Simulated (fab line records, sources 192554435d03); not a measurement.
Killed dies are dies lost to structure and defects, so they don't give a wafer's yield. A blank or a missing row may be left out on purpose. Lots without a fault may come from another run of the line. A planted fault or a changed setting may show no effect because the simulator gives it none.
fab line records | flow n5_finfet
record lots=9 wafers=27 last_day=18
route steps=1938 shown BEOL_M4@1111 BEOL_M12@1622 PASSIVATION@1936
lots that met no fault: from a run of the same line without faults
start_h: hours from the record's first day to the start of the lot's first wafer shown | wait_h: hours since the lot's step before | " the same as in the row above | L1.1+2: a row that stands for several wafers | - no value, or no start given | * or withheld: withheld | < > ~ a bound
route shown NAME@n: a module of which the file shows steps, and the number in the route of the first | usual: mean/standard deviation of fault-free wafers | same: alike in all rows | chamber/n: place in a boat | sites: the reading at each site | _std_site: their standard deviation | _edge_site: outer sites' mean less inner sites' | radius_mm: how far each site lies from the wafer's centre | mask NAME#n: copy n | behind: the tool/chamber that last shaped the wafer | hold: why the lot was held/for how many hours/how that ended | device: the transistor (n, p or np) that didn't switch | end of line: the same wafers' tests at the end of the route | a step without rows: its recipe alone | killed: dies lost to structure and defects at the first sort, not the wafer's yield | map: a wafer's dies, x killed, . not, _ none there
set.NAME: the setting as run; set.NAME@STEP: as run at that earlier step | model.NAME: the simulator's own value behind a step, which no gauge read
steps of the route over a sample of lots; a table a step, a row a wafer
services: from which hour (start_h, from the record's first day; less than 0 if before it) a tool's chamber was out of use, for how many hours, and why
## steps
# step N5_BEOL_M4_RC_MEAS_101
# usual DIBL_N=35.3/1.8 DIBL_P=35.2/2.2 IOFF_N=0.144/0.029 IOFF_P=0.19/0.031 ION_N=670/12 ION_P=460/7.6 SS_N=71.2/0.62 SS_P=73.0/0.69 VT_N=251/3.4 VT_P=-251.4/2.6
# columns lot.wafer tool chamber start_h wait_h DIBL_N[mV/V] DIBL_P[mV/V] IOFF_N[nA/um] IOFF_P[nA/um] ION_N[uA/um] ION_P[uA/um] SS_N[mV/dec] SS_P[mV/dec] VT_N[mV] VT_P[mV]
L170.3 prober-02 0 214.20 0.3 34.0 33.6 0.122 0.19 665 463 71.0 72.7 252 -251.3
L170.5 " 0 " " 36.4 36.8 0.160 0.25 681 473 71.7 73.3 249 -247.2
L170.6 " 0 " " 33.7 32.6 0.119 0.18 662 459 69.9 72.2 253 -250.4
L172.4 prober-01 0 214.49 0.5 34.8 36.2 0.127 0.20 653 454 71.4 72.9 254 -250.2
L172.5 " 0 " " 35.2 35.8 0.147 0.21 681 466 71.2 72.8 250 -248.6
L172.6 " 0 " " 36.5 36.3 0.163 0.22 674 463 71.6 73.6 247 -250.3
L171.1 prober-01 0 230.68 0.0 33.6 33.4 0.115 0.17 649 449 70.6 73.0 256 -253.6
L171.5 " 0 " " 34.9 35.3 0.136 0.18 664 455 70.9 72.0 253 -253.6
L171.6 " 0 " " 34.4 34.1 0.120 0.16 659 452 71.2 73.2 254 -251.5
L179.2 prober-02 0 265.96 0.2 34.2 32.6 0.123 0.18 656 451 71.4 72.7 254 -250.7
L179.5 " 0 " " 34.5 33.0 0.135 0.18 654 447 71.1 73.1 252 -251.3
L179.6 " 0 " " 33.9 33.0 0.123 0.18 656 451 71.0 72.3 255 -251.9
L182.1 prober-02 0 280.20 0.0 36.3 37.2 0.165 0.22 667 458 71.3 73.8 249 -248.6
L182.5 " 0 " " 37.0 37.8 0.197 0.23 681 462 71.4 73.9 245 -246.4
L182.6 " 0 " " 35.9 36.7 0.163 0.21 681 460 71.2 74.2 250 -248.7
L184.2 prober-01 0 281.12 0.2 35.2 37.0 0.166 0.22 679 457 72.0 74.0 247 -252.0
L184.3 " 0 " " 33.5 35.2 0.137 0.18 678 461 70.9 72.5 252 -254.6
L184.6 " 0 " " 33.7 36.4 0.148 0.20 678 467 70.8 73.4 249 -253.4
L185.1 prober-01 0 306.10 0.0 36.0 34.9 0.143 0.19 659 456 71.5 72.6 254 -249.3
L185.2 " 0 " " 35.0 34.2 0.130 0.18 673 465 70.1 72.3 251 -252.6
L185.3 " 0 " " 32.7 31.9 0.108 0.16 665 468 70.4 72.3 252 -250.9
L187.2 prober-02 0 309.54 0.2 34.2 33.7 0.142 0.19 685 470 70.9 72.5 250 -249.0
L187.3 " 0 " " 32.6 31.2 0.108 0.16 667 460 71.0 72.6 253 -253.1
L187.4 " 0 " " 33.4 32.4 0.120 0.18 684 474 70.9 72.9 254 -249.8
L186.2 prober-01 0 315.85 0.5 35.2 35.2 0.151 0.20 655 453 72.2 73.2 251 -252.5
L186.3 " 0 " " 36.2 36.5 0.167 0.22 669 463 72.6 73.1 248 -248.8
L186.4 " 0 " " 37.1 38.4 0.194 0.26 677 463 71.3 73.8 246 -247.0
# step N5_BEOL_M12_CD_MEAS_17
# recipe target_cd_nm=140 polarity=opening
# usual cd_nm=141.3/1.9
# columns lot.wafer tool chamber start_h wait_h cd_nm
L170.3 cd_sem-03 - 283.13 0.0 140.3
L170.5 " - " " 139.9
L170.6 " - " " 140.3
L172.4 cd_sem-02 - 284.02 0.0 143.3
L172.5 " - " " 142.3
L172.6 " - " " 144.3
L171.1 cd_sem-02 - 293.77 0.0 138.7
L171.5 " - " " 140.6
L171.6 " - " " 141.1
L179.2 cd_sem-01 - 341.82 0.0 143.4
L179.5 " - " " 144.1
L179.6 " - " " 140.6
L184.2 cd_sem-02 - 352.59 0.0 142.8
L184.3 " - " " 137.5
L184.6 " - " " 139.0
L182.1 cd_sem-02 - 354.10 0.0 141.0
L182.5 " - " " 144.2
L182.6 " - " " 140.4
L185.1 cd_sem-03 - 376.14 0.0 145.3
L185.2 " - " " 144.2
L185.3 " - " " 142.3
L187.2 cd_sem-01 - 380.76 0.0 139.8
L187.3 " - " " 142.7
L187.4 " - " " 142.3
L186.2 cd_sem-03 - 388.41 0.0 137.6
L186.3 " - " " 138.2
L186.4 " - " " 137.7
# step N5_BEOL_M12_ETCH_67
# recipe chemistry=CF4 target=SiARC target_depth_a=1430 time_s=238.3 ion_energy_ev=80 pressure_mtorr=40 source_w=545 bias_w=36 Ar_flow_sccm=100 cf4_flow_sccm=100 ends=cleared
# usual drypump_motor_current_A=5.8/0.34 etch_rf_on_time_s=237/5.1 oes_product_au=0.69/0.072 rf_vpp_V=183.9/1.3 showerhead_plenum_p_Torr=2.12/0.091 throttle_valve_pct=15.65/0.23
# columns lot.wafer tool chamber start_h wait_h drypump_motor_current_A etch_rf_on_time_s oes_product_au rf_hours_counter_h rf_vpp_V showerhead_plenum_p_Torr throttle_valve_pct
L170.3 rie_diel-04 1 283.63 0.0 6.0 231 0.74 45 184.5 2.09 15.38
L170.5 " 3 " " 6.4 235 0.82 - 183.1 2.10 15.61
L170.6 " 2 " " 5.9 234 0.71 - 182.9 2.07 15.63
L172.4 rie_diel-04 2 284.61 0.0 5.9 237 0.70 83 183.8 2.07 15.63
L172.5 " 0 " " 6.1 232 0.71 - 187.5 2.27 15.93
L172.6 " 1 " " 6.0 231 0.74 - 184.9 2.09 15.38
L171.1 rie_diel-03 0 294.35 0.0 5.7 248 0.59 207 181.8 1.96 15.92
L171.5 " 1 " " 5.8 236 0.75 - 184.4 2.18 15.26
L171.6 " 2 " " 5.6 248 0.59 - 183.3 2.13 15.70
L179.2 rie_diel-04 0 342.27 0.0 6.1 233 0.69 89 187.2 2.27 15.97
L179.5 " 2 " " 6.0 236 0.69 - 184.0 2.07 15.68
L179.6 " 3 " " 6.5 236 0.79 - 183.3 2.09 15.66
L184.2 rie_diel-03 1 353.16 0.0 5.8 232 0.73 55 183.7 2.17 15.28
L184.3 " 3 " " 5.5 236 0.73 45 185.3 2.19 15.49
L184.6 " 1 " " 5.8 234 0.72 - 185.1 2.17 15.31
L182.1 rie_diel-04 2 354.55 0.0 6.0 239 0.68 106 184.8 2.07 15.68
L182.5 " 1 " " 6.0 237 0.70 - 184.0 2.09 15.44
L182.6 " 0 " " 6.1 237 0.69 - 185.3 2.27 15.99
L185.1 rie_diel-04 0 376.72 0.0 6.2 233 0.68 103 186.0 2.26 16.01
L185.2 " 2 " " 6.0 237 0.68 114 182.3 2.06 15.70
L185.3 " 3 " " 6.5 235 0.77 40 182.9 2.09 15.69
L187.2 rie_diel-03 3 381.21 0.0 5.5 238 0.71 56 184.8 2.19 15.53
L187.3 " 2 " " 5.6 248 0.58 245 184.8 2.12 15.76
L187.4 " 0 " " 5.7 247 0.58 238 181.4 1.95 15.97
L186.2 rie_diel-04 2 389.24 0.0 6.0 237 0.68 120 182.7 2.06 15.73
L186.3 " 0 " " 6.2 236 0.68 108 186.4 2.26 16.00
L186.4 " 2 " " 6.0 236 0.67 - 183.8 2.06 15.70
# step N5_BEOL_M12_SPUTTER_43
# recipe material=TaN target_thk_a=150 temp_c=50 bias_v=168.6 power_w=15000 chamber_pressure_pa=0.12 time_s=24.19
# usual bias_v=168.6/1.8 cathode_dc_power_W=15000/2.9 throttle_valve_pct=30.2/1.2
# columns lot.wafer tool chamber start_h wait_h bias_v cathode_dc_power_W throttle_valve_pct
L170.3 pvd_sputter-03 - 284.95 0.0 166.5 14999 31.1
L170.5 " - " " 169.9 15001 30.0
L170.6 " - " " 167.3 15001 27.9
L172.4 pvd_sputter-03 - 290.75 0.0 - - -
L172.5 " - " " - - -
L172.6 " - " " - - -
L171.1 pvd_sputter-03 - 297.63 0.0 - - -
L171.5 " - " " - - -
L171.6 " - " " - - -
L179.2 pvd_sputter-03 - 347.73 0.0 168.9 15003 30.7
L179.5 " - " " 164.7 15000 30.9
L179.6 " - " " 169.1 14995 30.2
L184.2 pvd_sputter-03 - 357.25 0.0 171.5 14997 30.7
L184.3 " - " " 169.4 15001 30.2
L184.6 " - " " 168.8 14994 30.5
L182.1 pvd_sputter-03 - 358.47 0.0 168.8 14999 31.0
L182.5 " - " " 169.5 14999 30.1
L182.6 " - " " 172.8 14996 28.0
L185.1 pvd_sputter-03 - 378.47 0.0 169.0 15000 30.0
L185.2 " - " " 169.8 15003 31.1
L185.3 " - " " 168.1 15002 30.8
L187.2 pvd_sputter-01 - 385.07 0.0 169.9 14998 31.1
L187.3 " - " " 169.5 15003 32.0
L187.4 " - " " 168.1 15001 30.3
L186.2 pvd_sputter-03 - 390.36 0.0 168.7 14999 31.1
L186.3 " - " " 168.1 15001 27.8
L186.4 " - " " 169.4 15000 30.0
# step N5_BEOL_M12_ANNEAL_48
# recipe temp_c=225 time_s=90 ambient=N2
# usual wafer_temp_C_max=226.4/0.31
# columns lot.wafer tool chamber start_h wait_h wafer_temp_C_max
L170.3 rtp_anneal-01 0 285.46 0.2 226.2
L170.5 " 0 " " 226.5
L170.6 " 0 " " 226.3
L172.4 rtp_anneal-02 0 291.30 0.2 226.4
L172.5 " 0 " " 226.5
L172.6 " 0 " " 226.3
L171.1 rtp_anneal-01 0 298.06 0.1 226.4
L171.5 " 0 " " 226.5
L171.6 " 0 " " 226.6
L179.2 rtp_anneal-01 0 348.19 0.1 226.3
L179.5 " 0 " " 226.7
L179.6 " 0 " " 226.3
L184.2 rtp_anneal-01 0 357.90 0.3 226.4
L184.3 " 0 " " 226.0
L184.6 " 0 " " 226.5
L182.1 rtp_anneal-01 0 358.89 0.1 226.2
L182.5 " 0 " " 226.5
L182.6 " 0 " " 226.4
L185.1 rtp_anneal-01 0 378.92 0.1 226.8
L185.2 " 0 " " 226.6
L185.3 " 0 " " 226.3
L187.2 rtp_anneal-02 0 385.53 0.1 227.1
L187.3 " 0 " " 226.3
L187.4 " 0 " " 226.6
L186.2 rtp_anneal-02 0 391.04 0.4 226.8
L186.3 " 0 " " 226.4
L186.4 " 0 " " 226.9
# step N5_BEOL_M12_CMP_49
# recipe stop_on=SiOC t_overpolish_s=20.6 down_force_psi=1 platen_rpm=50 clearing_platen_down_force_psi=1.5 clearing_platen_rpm=50 post_cmp_clean=cu_alkaline target_thk_nm=320 clearing_platen_pad_velocity_m_s=0.99484 pad_velocity_m_s=0.99484
# usual barrier_field_endpoint_s=30.2/0.73 motor_current_A=5.9/0.86
# columns lot.wafer tool chamber start_h wait_h barrier_field_endpoint_s motor_current_A
L170.3 cmp-02 2 285.74 0.2 29.8 6.2
L170.5 " 0 " " 29.4 6.9
L170.6 " 1 " " 29.8 5.8
L172.4 cmp-04 1 291.54 0.2 12.1 6.0
L172.6 " 3 " " 12.4 4.5
L172.5 " 0 " " 12.0 5.3
L171.1 cmp-01 3 298.35 0.3 12.5 5.8
L171.6 " 3 " " 12.4 6.1
L171.5 " 0 " " 12.0 6.2
L179.2 cmp-04 2 348.56 0.3 29.0 5.7
L179.5 " 3 " " 29.4 4.7
L179.6 " 0 " " 29.6 5.3
L184.3 cmp-04 0 358.19 0.2 29.8 5.2
L184.2 " 1 " " 29.5 5.5
L184.6 " 0 " " 29.5 5.3
L182.1 cmp-02 0 359.27 0.3 29.7 7.0
L182.5 " 2 " " 30.1 6.5
L182.6 " 3 " " 29.1 8.1
L185.2 cmp-02 2 379.21 0.2 30.9 6.5
L185.3 " 0 " " 30.2 7.1
L185.1 " 1 " " 30.6 5.6
L187.4 cmp-04 0 385.82 0.2 29.2 5.4
L187.3 " 1 " " 28.6 5.9
L187.2 " 2 " " 28.5 5.7
L186.3 cmp-01 0 391.29 0.2 30.6 5.8
L186.4 " 1 " " 30.1 5.0
L186.2 " 2 " " 30.6 6.6
# step N5_PASSIVATION_PROBE_49
# usual defect_limited_yield=91.0/1.4 killed_at_M0_to_M3=36/10 killed_at_M4_up=15/5 killed_at_contacts=12/6.1 killed_at_front_end=40/13 killed_at_other=3.8/2.9 killed_dies=106/16 killed_on_rim=14/4.1 killed_open=68/12 killed_short=35/8.2 sort_bin_5_function=5.2/0.9 sort_bin_6_memory=3.4/0.71 sort_bin_8_speed=0.0/0.46 sort_n_pass=1073/17 sort_yield_pct=91.0/1.5
# same gross_dies=1180 killed_at_back_side=0 sort_bin_4_leakage[%]=0
# columns lot.wafer tool chamber start_h wait_h defect_limited_yield[%] killed_at_M0_to_M3 killed_at_M4_up killed_at_contacts killed_at_front_end killed_at_other killed_dies killed_on_rim killed_open killed_short sort_bin_5_function[%] sort_bin_6_memory[%] sort_bin_8_speed[%] sort_n_pass sort_yield_pct[%]
L170.3 prober-01 - 335.57 0.1 91.5 32 6 12 44 6 100 20 51 48 3.6 4.3 0 1080 91.5
L170.5 prober-01 - 335.67 0.2 89.2 38 12 17 53 8 128 16 76 52 6.4 4.2 0 1052 89.2
L170.6 prober-01 - 335.72 0.3 88.8 42 11 9 67 3 132 23 59 62 6.0 4.2 0 1048 88.8
L172.4 prober-02 - 336.46 0.2 83.3 40 94 18 41 4 197 31 68 43 12.4 4.0 0.1 982 83.2
L172.5 prober-02 - 336.51 0.2 84.2 40 99 18 22 7 186 49 69 36 12.5 3.2 0 994 84.2
L172.6 prober-02 - 336.56 0.3 84.0 39 90 17 36 7 189 44 73 37 11.9 3.8 0 991 84.0
L171.1 prober-02 - 338.78 0.0 83.5 25 105 11 53 1 195 58 69 30 13.6 2.5 0 985 83.5
L171.5 prober-02 - 338.98 0.2 84.7 31 109 7 33 0 180 50 53 26 11.9 3.1 0 1000 84.7
L171.6 prober-02 - 339.03 0.3 86.6 11 99 12 35 1 158 44 45 22 10.3 2.7 0 1022 86.6
L184.2 prober-01 - 391.52 0.1 91.9 34 13 9 35 5 96 11 57 35 4.7 2.8 0 1084 91.9
L184.3 prober-01 - 391.57 0.1 92.3 46 17 9 16 3 91 12 66 25 4.9 2.5 0 1089 92.3
L184.6 prober-01 - 391.72 0.3 90.8 36 23 7 40 3 109 24 74 31 5.4 3.4 0 1071 90.8
L179.2 prober-02 - 391.68 0.1 90.6 50 24 7 27 3 111 10 74 34 5.4 3.8 0 1069 90.6
L179.5 prober-02 - 391.83 0.2 90.6 67 13 2 27 2 111 19 69 39 5.5 3.7 0 1069 90.6
L179.6 prober-02 - 391.88 0.3 90.8 38 17 13 36 5 109 13 75 27 4.5 4.2 0 1071 90.8
L185.1 prober-01 - 412.87 0.0 89.8 47 4 14 53 2 120 12 81 39 6.2 3.9 0 1060 89.8
L185.2 prober-01 - 412.92 0.1 92.0 27 11 11 38 7 94 16 53 33 4.6 2.7 0 1086 92.0
L185.3 prober-01 - 412.97 0.1 86.8 67 14 6 60 9 156 20 100 55 8.6 4.2 0 1024 86.8
L187.2 prober-02 - 422.36 0.1 91.4 32 18 23 28 1 102 12 71 27 5.4 2.8 0 1078 91.4
L187.3 prober-02 - 422.41 0.1 92.8 24 8 17 36 0 85 14 53 29 4.3 2.4 0 1095 92.8
L187.4 prober-02 - 422.46 0.2 92.6 22 8 8 47 2 87 11 48 33 4.2 2.6 0 1093 92.6
L186.2 prober-02 - 429.02 0.1 88.8 44 10 12 64 2 132 19 81 43 6.0 4.3 0 1048 88.8
L186.3 prober-02 - 429.07 0.1 91.0 35 19 4 45 3 106 17 60 43 5.2 3.6 0 1074 91.0
L186.4 prober-02 - 429.12 0.2 90.3 33 15 18 36 13 115 15 79 32 5.5 3.6 0 1065 90.3
# killed by level:class
L170.3 FIN_SAQP:geometric_particle:short=19 BEOL_M3:geometric_particle:open=9 MOL_CONTACT_COAG:geometric_particle:open=8 FIN_SAQP:geometric_particle:open=7 BEOL_M0_SAQP:geometric_particle:open=7 BEOL_M0_SAQP:geometric_particle:short=7 STI_FIN_REVEAL:geometric_particle:open=6 GATE_CUT:geometric_particle:short=6
L170.5 FIN_SAQP:geometric_particle:short=19 MOL_CONTACT_COAG:geometric_particle:open=15 STI_FIN_REVEAL:geometric_particle:open=11 BEOL_M3:geometric_particle:open=10 BEOL_M0_SAQP:geometric_particle:short=9 FIN_SAQP:geometric_particle:open=6 BEOL_M4:geometric_particle:open=6 BEOL_M0_SAQP:geometric_particle:open=5
L170.6 FIN_SAQP:geometric_particle:short=30 BEOL_M0_SAQP:geometric_particle:short=14 STI_FIN_REVEAL:geometric_particle:open=9 BEOL_M0_SAQP:geometric_particle:open=8 BEOL_M2:geometric_particle:open=8 HKMG_FIN:area_etch=8 FIN_SAQP:geometric_particle:open=7 MOL_CONTACT_COAG:geometric_particle:open=7
L172.4 BEOL_M12:area_sputter=85 MOL_CONTACT_COAG:geometric_particle:open=13 BEOL_M2:geometric_particle:open=11 FIN_SAQP:geometric_particle:open=9 BEOL_M0_SAQP:geometric_particle:open=8 BEOL_M3:geometric_particle:open=7 STI_FIN_REVEAL:geometric_particle:open=5 MOL_CONTACT_COAG:geometric_particle:short=5
L172.5 BEOL_M12:area_sputter=80 MOL_CONTACT_COAG:geometric_particle:open=16 BEOL_M4:geometric_particle:open=11 BEOL_M0_SAQP:geometric_particle:short=11 BEOL_M1:geometric_particle:open=11 BEOL_M0_SAQP:geometric_particle:open=6 FIN_SAQP:geometric_particle:short=5 BEOL_M2:geometric_particle:open=5
L172.6 BEOL_M12:area_sputter=75 MOL_CONTACT_COAG:geometric_particle:open=14 FIN_SAQP:geometric_particle:short=10 BEOL_M0_SAQP:geometric_particle:open=10 FIN_SAQP:geometric_particle:open=9 BEOL_M3:geometric_particle:open=9 BEOL_M2:geometric_particle:open=7 ILD0:geometric_particle:open=5
L171.1 BEOL_M12:area_sputter=92 STI_FIN_REVEAL:geometric_particle:open=11 FIN_SAQP:geometric_particle:open=10 DUMMY_GATE:geometric_particle:open=9 MOL_CONTACT_COAG:geometric_particle:open=9 FIN_SAQP:geometric_particle:short=8 BEOL_M2:geometric_particle:open=6 BEOL_M0_SAQP:geometric_particle:short=5
L171.5 BEOL_M12:area_sputter=100 FIN_SAQP:geometric_particle:short=15 BEOL_M2:geometric_particle:open=11 FIN_SAQP:geometric_particle:open=10 BEOL_M3:geometric_particle:open=8 MOL_CONTACT_COAG:geometric_particle:open=6 BEOL_M0_SAQP:geometric_particle:short=5 STARTING-WAFER:geometric_particle:open=3
L171.6 BEOL_M12:area_sputter=90 FIN_SAQP:geometric_particle:open=15 FIN_SAQP:geometric_particle:short=9 MOL_CONTACT_COAG:geometric_particle:open=8 MOL_CONTACT_COAG:geometric_particle:short=4 BEOL_M5:geometric_particle:open=4 STARTING-WAFER:geometric_particle:open=3 STI_FIN_REVEAL:geometric_particle:open=2
L184.2 FIN_SAQP:geometric_particle:open=10 BEOL_M0_SAQP:geometric_particle:short=10 FIN_SAQP:geometric_particle:short=9 MOL_CONTACT_COAG:geometric_particle:open=8 BEOL_M0_SAQP:geometric_particle:open=7 BEOL_M3:geometric_particle:open=7 BEOL_M1:geometric_particle:short=4 BEOL_M2:geometric_particle:open=4
L184.3 BEOL_M3:geometric_particle:open=16 BEOL_M0_SAQP:geometric_particle:open=10 BEOL_M2:geometric_particle:open=8 MOL_CONTACT_COAG:geometric_particle:open=7 BEOL_M0_SAQP:geometric_particle:short=7 FIN_SAQP:geometric_particle:short=5 BEOL_M4:geometric_particle:open=5 FIN_CUT:geometric_particle:open=3
L179.2 BEOL_M1:geometric_particle:open=13 BEOL_M0_SAQP:geometric_particle:open=10 BEOL_M0_SAQP:geometric_particle:short=9 BEOL_M4:geometric_particle:open=6 MOL_CONTACT_COAG:geometric_particle:open=6 BEOL_M2:geometric_particle:open=6 FIN_SAQP:geometric_particle:open=4 STI_FIN_REVEAL:geometric_particle:open=4
L184.6 FIN_SAQP:geometric_particle:short=14 FIN_SAQP:geometric_particle:open=10 STI_FIN_REVEAL:geometric_particle:open=8 BEOL_M0_SAQP:geometric_particle:open=7 BEOL_M0_SAQP:geometric_particle:short=7 BEOL_M3:geometric_particle:open=7 BEOL_M4:geometric_particle:open=7 MOL_CONTACT_COAG:geometric_particle:open=6
L179.5 BEOL_M0_SAQP:geometric_particle:open=15 BEOL_M0_SAQP:geometric_particle:short=14 BEOL_M1:geometric_particle:open=14 STI_FIN_REVEAL:geometric_particle:open=12 BEOL_M1:geometric_particle:short=7 BEOL_M3:geometric_particle:open=5 GATE_CUT:geometric_particle:open=4 BEOL_M2:geometric_particle:open=4
L179.6 STI_FIN_REVEAL:geometric_particle:open=14 BEOL_M0_SAQP:geometric_particle:open=12 MOL_CONTACT_COAG:geometric_particle:open=10 BEOL_M2:geometric_particle:open=8 BEOL_M0_SAQP:geometric_particle:short=6 BEOL_M4:geometric_particle:open=6 HKMG_FIN:area_etch=6 BEOL_M3:geometric_particle:open=5
L185.1 FIN_SAQP:geometric_particle:open=17 MOL_CONTACT_COAG:geometric_particle:open=13 BEOL_M0_SAQP:geometric_particle:short=13 BEOL_M3:geometric_particle:open=10 BEOL_M0_SAQP:geometric_particle:open=9 FIN_SAQP:geometric_particle:short=8 STI_FIN_REVEAL:geometric_particle:open=5 BEOL_M1:geometric_particle:open=5
L185.2 FIN_SAQP:geometric_particle:open=8 MOL_CONTACT_COAG:geometric_particle:open=8 BEOL_M0_SAQP:geometric_particle:short=7 BEOL_M2:geometric_particle:open=7 FIN_SAQP:geometric_particle:short=5 DUMMY_GATE:geometric_particle:open=5 BEOL_M0_SAQP:geometric_particle:open=5 STARTING-WAFER:geometric_particle:open=4
L185.3 BEOL_M0_SAQP:geometric_particle:open=19 FIN_SAQP:geometric_particle:open=16 FIN_SAQP:geometric_particle:short=14 BEOL_M0_SAQP:geometric_particle:short=14 BEOL_M1:geometric_particle:open=14 GATE_CUT:geometric_particle:short=6 MOL_CONTACT_COAG:geometric_particle:open=6 BEOL_M2:geometric_particle:open=6
L187.2 MOL_CONTACT_COAG:geometric_particle:open=15 BEOL_M4:geometric_particle:open=12 FIN_SAQP:geometric_particle:open=9 MOL_CONTACT_COAG:geometric_particle:short=8 STI_FIN_REVEAL:geometric_particle:open=6 BEOL_M2:geometric_particle:open=6 BEOL_M0_SAQP:geometric_particle:short=6 BEOL_M1:geometric_particle:open=6
L187.3 MOL_CONTACT_COAG:geometric_particle:open=13 STI_FIN_REVEAL:geometric_particle:open=8 FIN_SAQP:geometric_particle:open=6 FIN_SAQP:geometric_particle:short=6 DUMMY_GATE:geometric_particle:open=6 BEOL_M1:geometric_particle:short=5 BEOL_M2:geometric_particle:open=4 MOL_CONTACT_COAG:geometric_particle:short=3
L187.4 STI_FIN_REVEAL:geometric_particle:open=17 FIN_SAQP:geometric_particle:open=7 BEOL_M0_SAQP:geometric_particle:short=7 STI_FIN_REVEAL:geometric_particle:short=5 MOL_CONTACT_COAG:geometric_particle:open=5 HKMG_FIN:area_etch=5 FIN_SAQP:geometric_particle:short=4 BEOL_M1:geometric_particle:open=4
L186.2 STI_FIN_REVEAL:geometric_particle:open=23 BEOL_M0_SAQP:geometric_particle:short=12 BEOL_M2:geometric_particle:open=10 BEOL_M0_SAQP:geometric_particle:open=9 MOL_CONTACT_COAG:geometric_particle:short=7 FIN_SAQP:geometric_particle:open=6 HKMG_FIN:area_etch=6 FIN_SAQP:geometric_particle:short=5
L186.3 STI_FIN_REVEAL:geometric_particle:open=16 BEOL_M0_SAQP:geometric_particle:short=13 FIN_SAQP:geometric_particle:short=12 BEOL_M0_SAQP:geometric_particle:open=9 FIN_SAQP:geometric_particle:open=6 MOL_CONTACT_COAG:geometric_particle:open=4 BEOL_M2:geometric_particle:open=4 BEOL_M4:geometric_particle:open=3
L186.4 STI_FIN_REVEAL:geometric_particle:open=14 BEOL_M2:geometric_particle:open=14 MOL_CONTACT_COAG:geometric_particle:open=12 BEOL_M4:geometric_particle:open=11 BEOL_M0_SAQP:geometric_particle:open=7 GATE_CUT:geometric_particle:short=7 MOL_CONTACT_COAG:geometric_particle:short=6 BEOL_M0_SAQP:geometric_particle:short=5
## services
# columns tool chamber start_h hours kind
rtp_anneal-01 - 267.53 4.8 pm
cmp-01 - 273.23 8.5 pm
rie_diel-03 1 288.45 4.6 repair
cmp-01 - 289.04 2.5 repair
rie_diel-04 3 291.79 3.6 repair
cmp-02 - 296.71 4.0 pm
cmp-04 - 296.84 0.8 repair
cmp-02 - 300.71 - consumable_replace:conditioner
cmp-02 - 300.71 - consumable_replace:pad
pvd_sputter-03 - 308.35 10.1 repair
rtp_anneal-02 - 309.81 4.6 pm
cmp-04 - 315.30 4.0 pm
cmp-04 - 319.30 - consumable_replace:conditioner
cmp-04 - 319.30 - consumable_replace:pad
cmp-02 - 347.03 0.2 repair
cmp-01 - 353.00 1.6 repair
rie_diel-03 2 368.27 3.8 repair
rie_diel-04 1 370.42 22.5 repair
cmp-01 - 387.03 0.3 repair
## key
first_sign step=N5_BEOL_M12_SPUTTER_43 reading=tool_record direction=missing
effect step=N5_BEOL_M12_CMP_49 reading=barrier_field_endpoint_s direction=down sigmas=25 usual=30.2 struck=12.2
effect step=N5_PASSIVATION_PROBE_49 reading=killed_at_M4_up direction=up sigmas=17 usual=15 struck=99
more_kills_born_at N5_BEOL_M12_SPUTTER_43@pvd_sputter-03=522
met_at N5_BEOL_M12_SPUTTER_43
struck_lots L171,L172
not_acting_at N5_BEOL_M12_CD_MEAS_17,N5_BEOL_M12_ETCH_67,N5_BEOL_M12_ANNEAL_48
onset_between 284.95 290.75
fault kind=skipped_step_whole tool=pvd_sputter-03 chamber=- onset_h=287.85 steps=N5_BEOL_M12_SPUTTER_43 scope=struck_lots_only
